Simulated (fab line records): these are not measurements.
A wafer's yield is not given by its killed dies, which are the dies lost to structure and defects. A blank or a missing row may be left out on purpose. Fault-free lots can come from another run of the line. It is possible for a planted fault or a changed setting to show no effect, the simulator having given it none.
fab line records	flow nand_harc
record: lots: 12	wafers: 34	last_day: 32
route steps=1302 shown A_STAIRCASE@843 END@1302
lots untouched by any fault: they come from a run of this same line in which no faults occurred
start_h: hours from the record's first day to the start of the lot's first wafer shown	wait_h: how many hours have passed since the lot's step before this one	" repeats the value in the row above	L1.1+2: one row covering several wafers at once	- either no value or no given start	* or withheld: withheld	< > ~ a bound
route shown NAME@n: names a module that has steps shown in the file, with the first one's number in the route	usual: the fault-free wafers' mean and standard deviation	same: alike in all rows	chamber/n: place in a boat	sites: per-site readings	_std_site: the standard deviation of these	_edge_site: the outer-site mean with the inner-site mean subtracted	radius_mm: for every site, how far away it sits from the centre of the wafer	mask NAME#n: copy n	behind: the tool/chamber that last shaped the wafer	hold: why the lot went on hold/how many hours it stayed there/how the hold came to an end	device: whichever transistor did not switch (one of n, p or np)	end of line: the tests these same wafers got at the end of their route	a step given without rows: its recipe and nothing more	killed: count of dies lost to structure and defects at first sort (not the wafer's yield)	map: the dies of a wafer, with x for killed, . for not killed, _ for no die there
set.NAME: setting as actually run; set.NAME@STEP: the setting as run at that earlier step	model.NAME: the simulator's own value behind a step, which no gauge read
steps of the route over a sample of lots; a table a step, a row a wafer
services: a tool's chamber out of use, with start hour (start_h, from the record's first day; less than 0 if before it), hours out, and reason
== steps ==
step: NHARC_A_STAIRCASE_STRIP_476
recipe: time_s: 20	o2_flow_sccm: 500	ar_flow_sccm: 0	bias_w: 0	chemistry: O2
usual: chamber_pressure_mTorr: 60.01/0.05	drypump_motor_current_A: 5.9/0.43	oes_product_au: 0.999/0.0098	rf_vpp_V: 57.7/0.94	showerhead_plenum_p_Torr: 3.54/0.15	throttle_valve_pct: 17.037/0.0084
lot.wafer	tool	chamber	start_h	wait_h	chamber_pressure_mTorr	drypump_motor_current_A	oes_product_au	rf_hours_counter_h	rf_vpp_V	showerhead_plenum_p_Torr	throttle_valve_pct
L881.4	rie_diel-04	1	404.60	0.1	59.97	6.0	0.999	10	58.1	3.49	17.036
L881.3	"	2	"	"	60.00	5.6	1.009	11	57.0	3.31	17.042
L881.5	"	1	"	"	59.99	5.9	1.008	-	57.7	3.49	17.063
L882.2	rie_diel-07	1	412.45	0.1	59.97	5.9	0.980	39	57.1	3.48	17.025
L882.3	"	2	"	"	60.01	6.2	0.987	38	57.2	3.66	17.040
L882.5	"	1	"	"	60.03	5.9	0.982	-	57.1	3.48	17.050
L885.3	rie_diel-04	2	446.10	0.1	59.92	5.6	1.001	23	56.9	3.31	17.033
L885.6	"	1	"	"	59.98	6.0	1.010	-	56.8	3.48	17.032
L888.4	rie_diel-04	3	461.13	0.1	59.90	6.1	0.983	31	58.6	3.55	17.037
L888.6	"	2	"	"	60.03	5.6	1.006	-	57.2	3.30	17.031
L887.4	rie_diel-07	1	464.56	0.1	59.95	5.9	1.002	56	56.6	3.47	17.033
L887.3	"	0	"	"	60.02	6.3	0.988	58	57.6	3.37	17.041
L887.5	"	1	"	"	60.03	5.9	0.986	-	56.4	3.47	17.037
L892.2	rie_diel-07	3	523.23	0.1	60.03	4.9	0.981	10	56.6	3.62	17.041
L892.5	"	2	"	"	60.06	6.2	0.992	-	59.8	3.64	17.033
L892.6	"	3	"	"	60.07	4.9	0.996	-	55.4	3.62	17.033
L893.4	rie_diel-07	2	536.75	0.1	60.02	6.2	0.994	14	58.3	3.64	17.032
L893.1	"	3	"	"	59.98	5.0	1.002	13	58.6	3.62	17.038
L893.5	"	2	"	"	59.98	6.2	1.001	-	58.6	3.64	17.032
L894.1	rie_diel-07	2	540.32	0.1	60.08	6.2	0.993	15	58.9	3.64	17.044
L894.3	"	0	"	"	59.99	6.3	0.990	19	57.9	3.36	17.030
L894.6	"	3	"	"	59.99	4.9	1.002	-	56.2	3.62	17.037
L895.3	rie_diel-07	2	548.89	0.1	60.04	6.2	1.013	18	58.2	3.64	17.035
L895.4	"	0	"	"	60.05	6.3	1.010	21	56.5	3.36	17.045
L895.5	"	3	"	"	60.01	4.9	0.993	-	58.4	3.61	17.031
L896.3	rie_diel-07	3	552.82	0.1	60.06	5.0	0.997	19	59.1	3.61	17.025
L896.2	"	0	"	"	60.04	6.3	0.999	22	57.4	3.36	17.037
L896.6	"	1	"	"	59.93	5.9	0.999	-	57.6	3.46	17.018
L898.3	rie_diel-07	3	579.16	0.1	60.03	4.9	1.000	30	58.3	3.61	17.048
L898.4	"	1	"	"	60.02	5.9	0.991	31	56.8	3.45	17.042
L898.5	"	3	"	"	59.98	4.9	0.999	-	58.5	3.61	17.050
L899.2	rie_diel-04	3	588.82	2.9	60.11	6.2	1.004	15	56.1	3.52	17.026
L899.1	"	0	"	"	59.98	6.2	1.001	17	57.5	3.77	17.041
L899.5	"	2	"	"	59.98	5.6	0.999	-	58.7	3.29	17.037
step: NHARC_A_STAIRCASE_ETCH_444
recipe: target_depth_a: 2.04e+05	time_s: 6800	c4f8_flow_sccm: 20	o2_flow_sccm: 10	ar_flow_sccm: withheld	rf_w: 600	bias_w: 1000	chemistry: C4F8/O2
usual: chamber_pressure_mTorr: 25.001/0.025	oes_product_au: 0.933/0.021	rf_vpp_V: 808/4.7
lot.wafer	tool	chamber	start_h	wait_h	chamber_pressure_mTorr	oes_product_au	rf_hours_counter_h	rf_vpp_V
L882.3	rie_diel-07	2	444.40	0.1	24.999	0.906	47	811
L882.2	"	0	"	"	24.991	0.917	52	803
L882.5	"	2	"	"	25.001	0.911	-	810
L881.3	rie_diel-08	0	448.13	3.7	25.037	0.967	25	808
L881.4	"	1	"	"	24.995	0.966	24	814
L881.5	"	3	"	"	24.981	0.950	-	814
L885.3	rie_diel-08	2	484.40	0.5	25.006	0.922	35	806
L885.6	"	1	485.81	1.9	25.032	0.914	-	814
L887.4	rie_diel-07	0	501.95	0.1	24.981	0.946	4	801
L887.3	"	1	"	"	24.984	0.961	4	805
L887.5	"	1	504.34	2.4	24.930	0.964	-	805
L888.4	rie_diel-04	2	503.08	1.0	24.999	0.938	42	800
L888.6	"	1	504.52	2.4	24.995	0.931	-	806
L892.2	rie_diel-04	3	560.90	0.1	24.956	0.968	6	808
L892.5	"	3	562.79	1.9	24.973	0.976	-	807
L892.6	"	0	"	"	25.006	0.977	-	813
L894.3	rie_diel-07	1	573.60	0.1	24.977	0.911	27	804
L894.1	"	3	"	"	25.003	0.915	28	810
L894.6	"	2	575.95	2.4	24.992	0.929	-	811
L893.4	rie_diel-08	0	573.75	0.1	25.032	0.978	5	805
L893.1	"	1	"	"	25.011	0.969	6	814
L893.5	"	0	575.63	1.9	24.990	0.971	-	807
L895.4	rie_diel-08	3	585.83	0.5	24.994	0.982	8	813
L895.3	"	1	"	"	25.029	0.944	11	813
L895.5	"	3	"	"	25.044	0.979	-	814
L896.2	rie_diel-07	1	586.15	1.0	24.994	0.919	33	803
L896.3	"	2	"	"	25.017	0.923	33	809
L896.6	"	3	"	"	24.978	0.924	-	808
L898.3	rie_diel-07	0	614.51	0.1	25.043	0.929	41	800
L898.4	"	2	"	"	24.989	0.930	40	810
L898.5	"	0	"	"	24.992	0.922	-	800
L899.1	rie_diel-07	2	625.72	0.6	25.033	0.925	43	810
L899.2	"	3	"	"	24.983	0.913	44	809
L899.5	"	1	"	"	24.980	0.922	-	807
step: NHARC_A_STAIRCASE_CMP_450
recipe: target_thk_nm: 200	material: SiO2
usual: motor_current_A: 11.6/1.5
lot.wafer	tool	chamber	start_h	wait_h	motor_current_A
L882.3	cmp-02	2	449.80	-	13.9
L882.2	"	1	"	"	10.0
L882.5	"	2	"	"	14.4
L881.3	cmp-02	0	452.41	-	10.8
L881.4	"	1	"	"	10.0
L881.5	"	3	"	"	13.1
L885.3	cmp-03	1	489.09	-	10.8
L885.6	"	1	"	"	11.0
L887.3	cmp-02	1	507.22	-	10.4
L887.4	"	0	"	"	10.6
L887.5	"	2	"	"	13.8
L888.4	cmp-03	1	507.48	-	11.2
L888.6	"	1	"	"	10.6
L892.2	cmp-03	0	566.10	-	13.3
L892.6	"	3	"	"	11.0
L892.5	"	0	"	"	13.9
L894.3	cmp-02	0	578.77	-	10.5
L894.1	"	1	"	"	10.0
L894.6	"	0	"	"	11.4
L893.1	cmp-03	1	578.93	-	10.8
L893.4	"	3	"	"	10.8
L893.5	"	1	"	"	10.4
L896.2	cmp-02	1	590.42	-	10.4
L896.3	"	3	"	"	13.2
L896.6	"	0	"	"	10.6
L895.4	cmp-04	1	590.56	-	10.9
L895.3	"	2	"	"	9.4
L895.5	"	1	"	"	11.1
L898.3	cmp-02	3	619.70	-	13.7
L898.4	"	1	"	"	9.9
L898.5	"	3	"	"	13.1
L899.1	cmp-04	3	630.44	-	14.0
L899.2	"	1	"	"	10.8
L899.5	"	2	"	"	9.1
step: NHARC_A_STAIRCASE_ETCHBACK_157
recipe: target_depth_a: 900	over_etch_frac: 0.3	time_s: 167.14	ion_energy_ev: 120	ch3f_flow_sccm: 50	o2_flow_sccm: 30	ar_flow_sccm: 200	rf_w: 500	bias_w: 100	chemistry: CH3F/O2
usual: chamber_pressure_mTorr: 25.002/0.021	drypump_motor_current_A: 5.9/0.38	oes_product_au: 0.96/0.032	rf_vpp_V: 244.4/1.7	showerhead_plenum_p_Torr: 2.47/0.1	throttle_valve_pct: 20.663/0.0094
lot.wafer	tool	chamber	start_h	wait_h	chamber_pressure_mTorr	drypump_motor_current_A	oes_product_au	rf_hours_counter_h	rf_vpp_V	showerhead_plenum_p_Torr	throttle_valve_pct
L882.3	rie_diel-04	3	450.74	0.2	24.999	6.1	0.94	26	245.4	2.47	20.657
L882.2	"	0	"	"	25.016	6.2	0.94	24	246.4	2.65	20.666
L882.5	"	2	"	"	25.004	5.6	0.94	-	244.5	2.30	20.668
L881.4	rie_diel-04	0	453.31	0.2	25.016	6.2	0.91	25	247.0	2.65	20.669
L881.3	"	2	"	"	24.986	5.6	0.93	26	241.9	2.30	20.664
L881.5	"	0	"	"	25.001	6.2	0.91	-	246.2	2.65	20.673
L885.3	rie_diel-04	0	490.01	0.2	24.985	6.2	0.71	39	246.1	2.64	20.661
L885.6	"	0	"	"	24.986	6.2	0.72	-	245.5	2.64	20.664
L887.3	rie_diel-04	1	508.11	0.1	25.037	5.9	0.72	45	244.5	2.42	20.650
L887.4	"	3	"	"	24.999	6.1	0.95	46	244.1	2.46	20.676
L887.5	"	2	"	"	24.991	5.6	0.96	-	241.9	2.29	20.658
L888.4	rie_diel-04	0	508.44	0.2	24.993	6.2	0.99	47	247.7	2.64	20.655
L888.6	"	1	"	"	24.996	5.9	0.76	-	243.6	2.42	20.675
L892.2	rie_diel-07	2	566.99	0.2	25.027	6.2	0.94	25	245.7	2.54	20.671
L892.5	"	1	"	"	25.009	5.9	0.93	-	242.2	2.41	20.655
L892.6	"	2	"	"	24.990	6.2	0.94	-	244.7	2.54	20.643
L894.3	rie_diel-07	3	579.70	0.2	25.004	4.9	0.99	30	245.3	2.52	20.647
L894.1	"	0	"	"	24.982	6.3	1.00	30	240.7	2.33	20.677
L894.6	"	1	"	"	25.011	5.9	0.99	-	243.8	2.40	20.675
L893.4	rie_diel-04	2	579.81	0.2	25.021	5.6	1.00	5	242.6	2.29	20.664
L893.1	"	0	"	"	24.995	6.2	0.99	13	246.1	2.63	20.671
L893.5	"	3	"	"	25.029	6.2	1.01	-	244.7	2.46	20.659
L896.3	rie_diel-07	3	591.33	0.2	24.961	4.9	0.99	35	243.9	2.51	20.662
L896.2	"	1	"	"	24.968	6.0	0.99	35	244.7	2.40	20.646
L896.6	"	3	"	"	25.024	4.9	0.99	-	246.1	2.51	20.674
L895.4	rie_diel-07	0	591.46	0.2	25.011	6.3	0.93	36	242.3	2.33	20.666
L895.3	"	1	"	"	25.011	5.9	0.92	35	243.7	2.40	20.640
L895.5	"	0	"	"	24.994	6.3	0.93	-	241.7	2.33	20.669
L898.3	rie_diel-04	1	620.59	0.2	25.010	5.9	0.96	22	242.5	2.40	20.677
L898.4	"	3	"	"	24.956	6.1	0.95	20	245.6	2.45	20.666
L898.5	"	1	"	"	25.020	5.9	0.94	-	243.3	2.40	20.660
L899.2	rie_diel-07	1	631.34	0.1	24.990	5.9	0.91	50	242.3	2.40	20.650
L899.1	"	2	"	"	24.981	6.1	0.93	47	244.8	2.53	20.671
L899.5	"	0	"	"	24.995	6.4	0.93	-	244.1	2.33	20.655
step: NHARC_END_SORT_01
recipe: temp_c: 25
usual: killed_at_array: 57/19	killed_at_other: 0.9/1.1	killed_at_periphery: 4.0/2.6	killed_dies: 62/19	killed_open: 3.3/1.8	killed_short: 2.4/1.7
same: gross_dies: 677
lot.wafer	tool	chamber	start_h	wait_h	killed_at_array	killed_at_other	killed_at_periphery	killed_dies	killed_open	killed_short
L882.2	prober-01	0	580.91	2.8	23	3	8	34	3	4
L882.3	prober-01	0	581.70	3.1	15	2	5	22	3	2
L882.5	prober-01	0	583.29	3.7	20	1	12	33	3	4
L881.3	prober-01	0	589.45	3.1	63	0	6	69	2	3
L881.4	prober-01	0	590.25	3.4	49	1	5	55	1	4
L881.5	prober-01	0	591.05	3.7	54	0	3	57	3	1
L885.3	prober-01	0	619.78	3.1	675	1	1	677	6	2
L885.6	prober-01	0	622.22	4.1	675	2	0	677	1	1
L887.3	prober-01	0	636.79	3.1	675	2	0	677	2	0
L887.4	prober-01	0	637.59	3.4	58	0	2	60	3	6
L887.5	prober-01	0	638.39	3.7	49	1	0	50	2	2
L888.4	prober-02	0	637.64	3.4	93	2	3	98	4	3
L888.6	prober-02	0	639.25	4.0	672	2	3	677	4	6
L892.2	prober-01	0	687.69	2.8	43	0	3	46	2	0
L892.5	prober-01	0	690.08	3.7	52	1	5	58	5	4
L892.6	prober-01	0	690.87	4.0	63	1	5	69	0	1
L894.1	prober-02	0	710.92	2.5	83	1	2	86	2	4
L894.3	prober-02	0	712.50	3.1	79	1	1	81	2	1
L894.6	prober-02	0	714.86	3.9	76	0	4	80	7	2
L893.1	prober-01	0	714.46	2.5	16	3	5	24	5	0
L893.4	prober-01	0	716.86	3.4	20	2	2	24	5	2
L893.5	prober-01	0	717.66	3.7	22	5	1	28	1	1
L896.2	prober-02	0	719.44	2.8	52	0	4	56	4	1
L896.3	prober-02	0	720.25	3.1	58	0	8	66	0	3
L896.6	prober-02	0	722.68	4.1	74	0	3	77	1	3
L895.3	prober-01	0	723.80	3.1	51	1	5	57	2	2
L895.4	prober-01	0	724.59	3.4	44	2	6	52	5	3
L895.5	prober-01	0	725.39	3.7	47	4	5	56	5	2
L898.3	prober-01	0	752.07	3.1	104	2	4	110	3	5
L898.4	prober-01	0	752.86	3.4	85	0	6	91	4	2
L898.5	prober-01	0	753.65	3.7	73	2	6	81	4	2
L899.1	prober-01	0	761.21	2.5	80	3	11	94	4	2
L899.2	prober-01	0	762.01	2.8	67	1	9	77	5	1
L899.5	prober-01	0	764.40	3.7	74	1	2	77	9	3
killed by level:class
L882.2 A_CHANNEL_HOLE_D1:chamber_film_flake=5 P_CONTACT:chamber_film_flake=4 A_CHANNEL_HOLE_D2:chamber_film_flake=4 A_WL_FILL:geometric_particle:short=3 A_SLIT:chamber_film_flake=3 THIN_TSV:chamber_film_flake=3 A_CONTACT:chamber_film_flake=2 A_BONDPAD:chamber_film_flake=2
L882.3 P_CONTACT:chamber_film_flake=3 A_CHANNEL_HOLE_D1:chamber_film_flake=3 A_CHANNEL_HOLE_D2:chamber_film_flake=3 A_STAIRCASE:chamber_film_flake=2 THIN_TSV:chamber_film_flake=2 P_CONTACT:geometric_particle:open=1 A_ONON_D1:geometric_particle:open=1 A_ONON_D2:geometric_particle:short=1
L882.5 A_CHANNEL_HOLE_D2:chamber_film_flake=7 P_CONTACT:chamber_film_flake=6 A_CONTACT:chamber_film_flake=6 P_ZERO_WELL:chamber_film_flake=2 A_BONDPAD:chamber_film_flake=2 P_GATE:geometric_particle:short=1 P_GATE:geometric_particle:open=1 P_CONTACT:geometric_particle:short=1
L881.3 A_CHANNEL_HOLE_D2:chamber_film_flake=29 A_SLIT:chamber_film_flake=23 A_STAIRCASE:chamber_film_flake=6 P_BONDPAD:chamber_film_flake=2 A_CONTACT:chamber_film_flake=2 P_GATE:geometric_particle:open=1 P_CONTACT:geometric_particle:short=1 P_CONTACT:geometric_particle:open=1
L881.4 A_CHANNEL_HOLE_D2:chamber_film_flake=26 A_SLIT:chamber_film_flake=16 P_STI:chamber_film_flake=4 A_CHANNEL_HOLE_D1:geometric_particle:short=1 A_CHANNEL_HOLE_D2:geometric_particle:short=1 A_WL_FILL:geometric_particle:short=1 A_M0:geometric_particle:open=1 P_GATE:chamber_film_flake=1
L881.5 A_CHANNEL_HOLE_D2:chamber_film_flake=27 A_SLIT:chamber_film_flake=14 P_BONDPAD:chamber_film_flake=2 A_CHANNEL_FILL_D1:chamber_film_flake=2 A_STAIRCASE:chamber_film_flake=2 A_WL_FILL:chamber_film_flake=2 A_CONTACT:chamber_film_flake=2 P_M0:geometric_particle:open=1
L885.3 A_STAIRCASE:area_etchback=626 A_CHANNEL_HOLE_D1:chamber_film_flake=29 A_CHANNEL_HOLE_D2:chamber_film_flake=7 A_CONTACT:chamber_film_flake=2 A_BONDPAD:chamber_film_flake=2 P_GATE:geometric_particle:open=1 A_SOURCE_PLATE:geometric_particle:open=1 A_CHANNEL_HOLE_D1:geometric_particle:open=1
L885.6 A_STAIRCASE:area_etchback=632 A_CHANNEL_HOLE_D1:chamber_film_flake=27 A_CHANNEL_HOLE_D2:chamber_film_flake=6 A_STAIRCASE:chamber_film_flake=3 A_BONDPAD:chamber_film_flake=3 THIN_TSV:chamber_film_flake=2 A_WL_FILL:geometric_particle:short=1 A_BLC:geometric_particle:open=1
L887.3 A_STAIRCASE:area_etchback=624 A_CHANNEL_HOLE_D2:chamber_film_flake=28 A_CHANNEL_HOLE_D1:chamber_film_flake=7 A_BLC:chamber_film_flake=6 A_CHANNEL_FILL_D1:chamber_film_flake=4 A_WL_FILL:chamber_film_flake=2 A_ONON_D2:geometric_particle:open=1 A_M0:geometric_particle:open=1
L887.4 A_CHANNEL_HOLE_D2:chamber_film_flake=32 A_BLC:chamber_film_flake=6 A_CHANNEL_HOLE_D1:chamber_film_flake=3 A_WL_FILL:geometric_particle:short=2 A_STAIRCASE:chamber_film_flake=2 A_WL_FILL:chamber_film_flake=2 A_CONTACT:chamber_film_flake=2 P_CONTACT:geometric_particle:open=1
L888.4 A_CHANNEL_HOLE_D1:chamber_film_flake=36 A_SLIT:chamber_film_flake=25 A_CHANNEL_HOLE_D2:chamber_film_flake=7 A_CONTACT:chamber_film_flake=6 A_STAIRCASE:chamber_film_flake=4 A_CHANNEL_FILL_D1:chamber_film_flake=3 A_CHANNEL_FILL_D2:geometric_particle:short=2 A_M0:geometric_particle:open=2
L887.5 A_CHANNEL_HOLE_D2:chamber_film_flake=28 A_CHANNEL_HOLE_D1:chamber_film_flake=6 A_BLC:chamber_film_flake=4 A_DECK1_JOINT:chamber_film_flake=2 A_CONTACT:chamber_film_flake=2 A_CHANNEL_FILL_D1:geometric_particle:short=1 A_CHANNEL_HOLE_D2:geometric_particle:short=1 A_SGD_CUT:geometric_particle:open=1
L888.6 A_STAIRCASE:area_etchback=603 A_CHANNEL_HOLE_D1:chamber_film_flake=33 A_SLIT:chamber_film_flake=18 A_CHANNEL_HOLE_D2:chamber_film_flake=7 A_ZERO_WELL:chamber_film_flake=2 A_CONTACT:chamber_film_flake=2 P_GATE:geometric_particle:short=1 P_M0:geometric_particle:short=1
L892.2 A_CHANNEL_HOLE_D1:chamber_film_flake=22 A_SLIT:chamber_film_flake=11 A_STAIRCASE:chamber_film_flake=4 A_ZERO_WELL:chamber_film_flake=3 A_WL_FILL:chamber_film_flake=2 P_BONDPAD:geometric_particle:open=1 A_CHANNEL_FILL_D2:geometric_particle:open=1 P_STI:chamber_film_flake=1
L892.5 A_CHANNEL_HOLE_D1:chamber_film_flake=27 A_SLIT:chamber_film_flake=16 P_GATE:chamber_film_flake=2 P_GATE:geometric_particle:short=1 A_ONON_D1:geometric_particle:short=1 A_CHANNEL_FILL_D1:geometric_particle:short=1 A_ONON_D2:geometric_particle:open=1 A_CHANNEL_FILL_D2:geometric_particle:short=1
L892.6 A_SLIT:chamber_film_flake=30 A_CHANNEL_HOLE_D1:chamber_film_flake=29 P_GATE:chamber_film_flake=3 P_STI:chamber_film_flake=1 P_M2:chamber_film_flake=1 STARTING-WAFER:geometric_particle:short=1 A_DECK1_JOINT:chamber_film_flake=1 A_CHANNEL_FILL_D2:chamber_film_flake=1
L894.1 A_CHANNEL_HOLE_D1:chamber_film_flake=29 A_SLIT:chamber_film_flake=27 A_CHANNEL_HOLE_D2:chamber_film_flake=14 A_M1:chamber_film_flake=4 A_CONTACT:chamber_film_flake=3 P_CONTACT:geometric_particle:short=1 P_CONTACT:geometric_particle:open=1 A_CHANNEL_FILL_D1:geometric_particle:open=1
L894.3 A_SLIT:chamber_film_flake=36 A_CHANNEL_HOLE_D1:chamber_film_flake=25 A_CHANNEL_HOLE_D2:chamber_film_flake=8 A_STAIRCASE:chamber_film_flake=3 A_CONTACT:chamber_film_flake=2 A_M1:chamber_film_flake=2 P_M0:geometric_particle:open=1 A_DECK1_JOINT:geometric_particle:short=1
L893.1 A_CHANNEL_HOLE_D1:chamber_film_flake=5 A_CONTACT:chamber_film_flake=3 P_ZERO_WELL:chamber_film_flake=2 A_SLIT:chamber_film_flake=2 THIN_TSV:chamber_film_flake=2 P_M0:geometric_particle:open=1 A_DECK1_JOINT:geometric_particle:open=1 A_WL_FILL:geometric_particle:open=1
L894.6 A_CHANNEL_HOLE_D1:chamber_film_flake=31 A_SLIT:chamber_film_flake=20 A_CHANNEL_HOLE_D2:chamber_film_flake=12 A_ONON_D2:geometric_particle:open=3 A_STAIRCASE:chamber_film_flake=2 A_CONTACT:chamber_film_flake=2 P_GATE:geometric_particle:short=1 P_CONTACT:geometric_particle:open=1
L893.4 A_CHANNEL_HOLE_D1:chamber_film_flake=9 A_CHANNEL_FILL_D2:geometric_particle:open=2 A_SLIT:chamber_film_flake=2 A_M1:chamber_film_flake=2 THIN_TSV:chamber_film_flake=2 P_CONTACT:geometric_particle:open=1 A_ONON_D1:geometric_particle:short=1 A_CHANNEL_HOLE_D1:geometric_particle:open=1
L893.5 A_CHANNEL_HOLE_D1:chamber_film_flake=8 THIN_TSV:chamber_film_flake=5 A_SLIT:chamber_film_flake=4 A_CONTACT:chamber_film_flake=4 A_WL_FILL:chamber_film_flake=2 A_CHANNEL_HOLE_D1:geometric_particle:open=1 A_ONON_D2:geometric_particle:short=1 P_GATE:chamber_film_flake=1
L896.2 A_CHANNEL_HOLE_D1:chamber_film_flake=26 A_CHANNEL_HOLE_D2:chamber_film_flake=12 A_DECK1_JOINT:chamber_film_flake=4 A_STAIRCASE:chamber_film_flake=3 P_M2:chamber_film_flake=2 P_CONTACT:geometric_particle:open=1 P_M0:geometric_particle:open=1 A_ONON_D2:geometric_particle:open=1
L896.3 A_CHANNEL_HOLE_D1:chamber_film_flake=32 A_CHANNEL_HOLE_D2:chamber_film_flake=15 P_ZERO_WELL:chamber_film_flake=5 A_SLIT:chamber_film_flake=3 P_M2:chamber_film_flake=2 A_M1:chamber_film_flake=2 A_STAIRCASE:chamber_film_flake=2 P_CONTACT:geometric_particle:short=1
L896.6 A_CHANNEL_HOLE_D1:chamber_film_flake=29 A_CHANNEL_HOLE_D2:chamber_film_flake=27 A_SLIT:chamber_film_flake=4 A_STAIRCASE:chamber_film_flake=3 A_CONTACT:chamber_film_flake=3 A_M1:chamber_film_flake=3 P_STI:geometric_particle:short=1 P_M1:geometric_particle:short=1
L895.3 A_CHANNEL_HOLE_D1:chamber_film_flake=38 P_CONTACT:chamber_film_flake=4 A_SLIT:chamber_film_flake=4 A_DECK1_JOINT:chamber_film_flake=2 A_WL_FILL:chamber_film_flake=2 P_M1:geometric_particle:open=1 A_SOURCE_PLATE:geometric_particle:open=1 A_CHANNEL_FILL_D2:geometric_particle:short=1
L895.4 A_CHANNEL_HOLE_D1:chamber_film_flake=24 P_M2:chamber_film_flake=5 A_CONTACT:chamber_film_flake=5 A_CHANNEL_FILL_D2:geometric_particle:open=2 A_WL_FILL:geometric_particle:open=2 A_CHANNEL_FILL_D1:chamber_film_flake=2 A_STAIRCASE:chamber_film_flake=2 A_SGD_CUT:chamber_film_flake=2
L895.5 A_CHANNEL_HOLE_D1:chamber_film_flake=29 A_SLIT:chamber_film_flake=6 THIN_TSV:chamber_film_flake=4 A_CONTACT:chamber_film_flake=3 P_CONTACT:chamber_film_flake=2 P_GATE:geometric_particle:open=1 A_SOURCE_PLATE:geometric_particle:open=1 A_CHANNEL_FILL_D1:geometric_particle:open=1
L898.3 A_CHANNEL_HOLE_D1:chamber_film_flake=32 A_SLIT:chamber_film_flake=26 A_CHANNEL_HOLE_D2:chamber_film_flake=18 A_CONTACT:chamber_film_flake=4 A_WL_FILL:chamber_film_flake=4 A_DECK1_JOINT:chamber_film_flake=4 A_SGD_CUT:chamber_film_flake=4 P_ZERO_WELL:chamber_film_flake=2
L898.4 A_CHANNEL_HOLE_D2:chamber_film_flake=30 A_CHANNEL_HOLE_D1:chamber_film_flake=26 A_SLIT:chamber_film_flake=16 A_CONTACT:chamber_film_flake=5 P_BONDPAD:chamber_film_flake=3 A_WL_FILL:chamber_film_flake=3 P_M0:geometric_particle:open=1 P_M1:geometric_particle:open=1
L898.5 A_CHANNEL_HOLE_D1:chamber_film_flake=28 A_SLIT:chamber_film_flake=13 A_CHANNEL_HOLE_D2:chamber_film_flake=8 A_CONTACT:chamber_film_flake=8 P_BONDPAD:chamber_film_flake=4 A_STAIRCASE:chamber_film_flake=4 A_WL_FILL:chamber_film_flake=3 A_CHANNEL_FILL_D1:chamber_film_flake=2
L899.1 A_CHANNEL_HOLE_D2:chamber_film_flake=30 A_SLIT:chamber_film_flake=18 A_CHANNEL_HOLE_D1:chamber_film_flake=13 P_CONTACT:chamber_film_flake=7 A_CONTACT:chamber_film_flake=7 A_CHANNEL_FILL_D1:chamber_film_flake=3 A_WL_FILL:chamber_film_flake=3 THIN_TSV:chamber_film_flake=3
L899.2 A_SLIT:chamber_film_flake=30 A_CHANNEL_HOLE_D2:chamber_film_flake=11 A_CHANNEL_HOLE_D1:chamber_film_flake=6 P_CONTACT:chamber_film_flake=5 A_STAIRCASE:chamber_film_flake=5 A_CONTACT:chamber_film_flake=5 A_WL_FILL:chamber_film_flake=3 P_BONDPAD:chamber_film_flake=2
L899.5 A_CHANNEL_HOLE_D2:chamber_film_flake=28 A_SLIT:chamber_film_flake=16 A_STAIRCASE:chamber_film_flake=6 A_CHANNEL_HOLE_D1:chamber_film_flake=4 A_WL_FILL:chamber_film_flake=4 A_CONTACT:chamber_film_flake=4 A_CHANNEL_FILL_D1:geometric_particle:open=2 A_M0:geometric_particle:open=2
== services ==
tool	chamber	start_h	hours	kind
rie_diel-08	2	400.04	4.7	repair
rie_diel-08	-	404.81	0.3	repair
cmp-04	-	405.26	4.0	pm
cmp-04	-	419.22	2.1	repair
cmp-02	-	430.09	4.0	pm
cmp-04	-	454.62	1.4	repair
cmp-03	-	456.13	4.0	pm
rie_diel-07	-	473.84	9.0	pm
cmp-03	-	484.04	2.1	repair
cmp-04	-	487.81	0.3	repair
cmp-04	-	503.26	4.0	pm
rie_diel-08	3	509.73	6.1	repair
cmp-02	-	528.09	4.0	pm
rie_diel-04	-	534.44	9.0	pm
rie_diel-08	-	545.00	9.0	pm
cmp-02	-	550.62	2.5	repair
cmp-03	-	554.13	4.0	pm
rie_diel-04	1	581.89	3.3	repair
cmp-02	-	593.44	0.8	repair
cmp-04	-	601.26	4.0	pm
rie_diel-08	3	607.24	8.4	repair
rie_diel-04	-	615.40	0.6	repair
cmp-02	-	624.68	2.9	repair
cmp-02	-	627.60	4.0	pm
== key ==
first_sign: step: NHARC_A_STAIRCASE_ETCHBACK_157	reading: oes_product_au	direction: down	sigmas: 7.1	usual: 0.96	struck: 0.73
effect: step: NHARC_END_SORT_01	reading: killed_dies	direction: up	sigmas: 33	usual: 62	struck: 677
more_kills_born_at: NHARC_A_STAIRCASE_ETCHBACK_157@rie_diel-04: 2485
met_at NHARC_A_STAIRCASE_ETCHBACK_157
struck_lots L885,L887,L888
struck_wafers L885.3,L885.6,L887.3,L888.6
later_rows_left_out L885.3,L885.6,L887.3,L888.6
tester_left_out L885,L887,L888
not_acting_at NHARC_A_STAIRCASE_STRIP_476,NHARC_A_STAIRCASE_ETCH_444,NHARC_A_STAIRCASE_CMP_450
onset_between 453.31 490.01
fault: kind: process_parameter_drift	tool: rie_diel-04	chamber: -	onset_h: 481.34	steps: NHARC_A_STAIRCASE_ETCHBACK_157	channel: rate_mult	offset: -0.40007	shape: step	end_h: 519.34	scope: struck_wafers_only
tester_left_out: of these lots the tester's yield and bins aren't shown, on N5 and GAA mostly nor the transistor test; their killed dies are dies lost to structure and defects alone, not to doping, threshold or leakage, so they don't give the yield
later_rows_left_out: the simulator's readings of these wafers behind a module that went badly wrong aren't trusted and aren't shown, but for the sort
